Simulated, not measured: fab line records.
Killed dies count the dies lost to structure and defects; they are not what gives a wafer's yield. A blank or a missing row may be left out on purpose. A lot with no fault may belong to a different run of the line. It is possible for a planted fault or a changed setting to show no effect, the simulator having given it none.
Matching of chambers ; flow n5-finfet ; N5_FIN_CUT_ETCH_20 on rie-diel-04: 3 sister chambers
The step etches SiARC in CF4, target depth 26 nm, time 43.3 s. 3 wafers are shown with their chamber, then 7 later ones without.

WAFERS PAIRED WITH THEIR CHAMBERS
wafer;chamber;drypump-motor-current-A (A)
L081.2;1;5.9
L081.6;2;6.5
L087.2;0;5.6

WAFERS MISSING THEIR CHAMBER
wafer;drypump-motor-current-A (A)
L087.4;6.6
L087.5;5.6
L089.1;6.5
L089.5;6.6
L089.6;5.9
L097.3;5.9
L097.5;5.6

WHICH CHAMBER EACH WENT THROUGH
wafer;from the rows above;in truth
L087.4;2;2
L087.5;0;0
L089.1;2;2
L089.5;2;2
L089.6;1;1
L097.3;1;1
L097.5;0;0
Correctly placed: 7 of 7. From these rows, 0 cannot be placed. Number placed wrongly: 0.
How it was worked out, from the rows above alone: a wafer's distance from a chamber is the root of the sum, over the readings, of the square of ((its reading less the chamber's mean) divided by the reading's scatter). The wafer belongs to the nearest chamber; if the next one is less than 2 further off, it can't be placed. Each chamber's mean is taken over the wafers shown for it. The scatter: root of mean squared gap, hidden wafer to nearest shown wafer, with one shown wafer a chamber.
